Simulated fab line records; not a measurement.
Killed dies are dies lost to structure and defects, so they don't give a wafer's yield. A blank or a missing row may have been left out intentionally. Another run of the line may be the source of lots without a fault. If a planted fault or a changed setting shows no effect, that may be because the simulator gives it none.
Chamber matching :: flow n5-finfet :: N5_BEOL_M11_ETCH_65 on rie-diel-02: 4 sister chambers
The step etches SiARC in CF4, target depth 39 nm, time 65 s. 16 wafers are shown with their chamber, then 8 later ones without.

WAFERS PAIRED WITH THEIR CHAMBERS
wafer: L074.2
chamber: 1
showerhead-plenum-p-Torr (Torr): 2.20
drypump-motor-current-A (A): 5.6
throttle-valve-pct (%): 15.86

wafer: L074.3
chamber: 2
showerhead-plenum-p-Torr (Torr): 2.13
drypump-motor-current-A (A): 5.6
throttle-valve-pct (%): 16.03

wafer: L074.6
chamber: 1
showerhead-plenum-p-Torr (Torr): 2.20
drypump-motor-current-A (A): 5.6
throttle-valve-pct (%): 15.84

wafer: L076.1
chamber: 1
showerhead-plenum-p-Torr (Torr): 2.20
drypump-motor-current-A (A): 5.6
throttle-valve-pct (%): 15.84

wafer: L076.4
chamber: 0
showerhead-plenum-p-Torr (Torr): 2.09
drypump-motor-current-A (A): 5.8
throttle-valve-pct (%): 15.34

wafer: L076.5
chamber: 1
showerhead-plenum-p-Torr (Torr): 2.20
drypump-motor-current-A (A): 5.6
throttle-valve-pct (%): 15.86

wafer: L080.1
chamber: 1
showerhead-plenum-p-Torr (Torr): 2.20
drypump-motor-current-A (A): 5.6
throttle-valve-pct (%): 15.86

wafer: L080.2
chamber: 3
showerhead-plenum-p-Torr (Torr): 2.28
drypump-motor-current-A (A): 5.0
throttle-valve-pct (%): 15.76

wafer: L080.6
chamber: 2
showerhead-plenum-p-Torr (Torr): 2.12
drypump-motor-current-A (A): 5.6
throttle-valve-pct (%): 16.03

wafer: L084.1
chamber: 0
showerhead-plenum-p-Torr (Torr): 2.09
drypump-motor-current-A (A): 5.8
throttle-valve-pct (%): 15.37

wafer: L084.4
chamber: 1
showerhead-plenum-p-Torr (Torr): 2.20
drypump-motor-current-A (A): 5.6
throttle-valve-pct (%): 15.87

wafer: L084.6
chamber: 2
showerhead-plenum-p-Torr (Torr): 2.12
drypump-motor-current-A (A): 5.7
throttle-valve-pct (%): 16.03

wafer: L085.2
chamber: 1
showerhead-plenum-p-Torr (Torr): 2.20
drypump-motor-current-A (A): 5.6
throttle-valve-pct (%): 15.87

wafer: L085.3
chamber: 3
showerhead-plenum-p-Torr (Torr): 2.28
drypump-motor-current-A (A): 5.0
throttle-valve-pct (%): 15.75

wafer: L085.6
chamber: 3
showerhead-plenum-p-Torr (Torr): 2.28
drypump-motor-current-A (A): 5.0
throttle-valve-pct (%): 15.75

wafer: L086.2
chamber: 2
showerhead-plenum-p-Torr (Torr): 2.12
drypump-motor-current-A (A): 5.6
throttle-valve-pct (%): 16.04

SIGNATURES (means of the wafers above)
reading: showerhead-plenum-p-Torr
chamber 0: 2.0900
chamber 1: 2.2000
chamber 2: 2.1225
chamber 3: 2.2800
scatter within a chamber: 0.0025

reading: drypump-motor-current-A
chamber 0: 5.800
chamber 1: 5.600
chamber 2: 5.625
chamber 3: 5.000
scatter within a chamber: 0.025

reading: throttle-valve-pct
chamber 0: 15.3550
chamber 1: 15.8571
chamber 2: 16.0325
chamber 3: 15.7533
scatter within a chamber: 0.0113
Rule: a wafer lies at a distance from a chamber equal to the root of the sum of squares, over the readings, of (its reading less the chamber's mean, divided by the reading's scatter). The wafer belongs to the nearest chamber; if the next one is less than 2 further off, it can't be placed. The scatter: take each reading less its chamber's mean, square it, sum over the shown wafers, divide by the number of wafers less the number of chambers, and take the root.

WAFERS WITHOUT THEIR CHAMBER
wafer: L086.3
showerhead-plenum-p-Torr (Torr): 2.20
drypump-motor-current-A (A): 5.6
throttle-valve-pct (%): 15.87

wafer: L086.4
showerhead-plenum-p-Torr (Torr): 2.27
drypump-motor-current-A (A): 5.0
throttle-valve-pct (%): 15.75

wafer: L088.2
showerhead-plenum-p-Torr (Torr): 2.20
drypump-motor-current-A (A): 5.6
throttle-valve-pct (%): 15.89

wafer: L088.5
showerhead-plenum-p-Torr (Torr): 2.20
drypump-motor-current-A (A): 5.6
throttle-valve-pct (%): 15.89

wafer: L088.6
showerhead-plenum-p-Torr (Torr): 2.12
drypump-motor-current-A (A): 5.7
throttle-valve-pct (%): 16.07

wafer: L095.1
showerhead-plenum-p-Torr (Torr): 2.19
drypump-motor-current-A (A): 5.6
throttle-valve-pct (%): 15.93

wafer: L095.4
showerhead-plenum-p-Torr (Torr): 2.08
drypump-motor-current-A (A): 5.8
throttle-valve-pct (%): 15.42

wafer: L095.5
showerhead-plenum-p-Torr (Torr): 2.19
drypump-motor-current-A (A): 5.6
throttle-valve-pct (%): 15.92

WHICH CHAMBER EACH ONE RAN IN
wafer: L086.3
from the rows above: 1
in truth: 1

wafer: L086.4
from the rows above: 3
in truth: 3

wafer: L088.2
from the rows above: 1
in truth: 1

wafer: L088.5
from the rows above: 1
in truth: 1

wafer: L088.6
from the rows above: 2
in truth: 2

wafer: L095.1
from the rows above: 1
in truth: 1

wafer: L095.4
from the rows above: 0
in truth: 0

wafer: L095.5
from the rows above: 1
in truth: 1
Correctly placed: 8 of 8. Left unplaced by these rows: 0. Wrongly placed: 0.
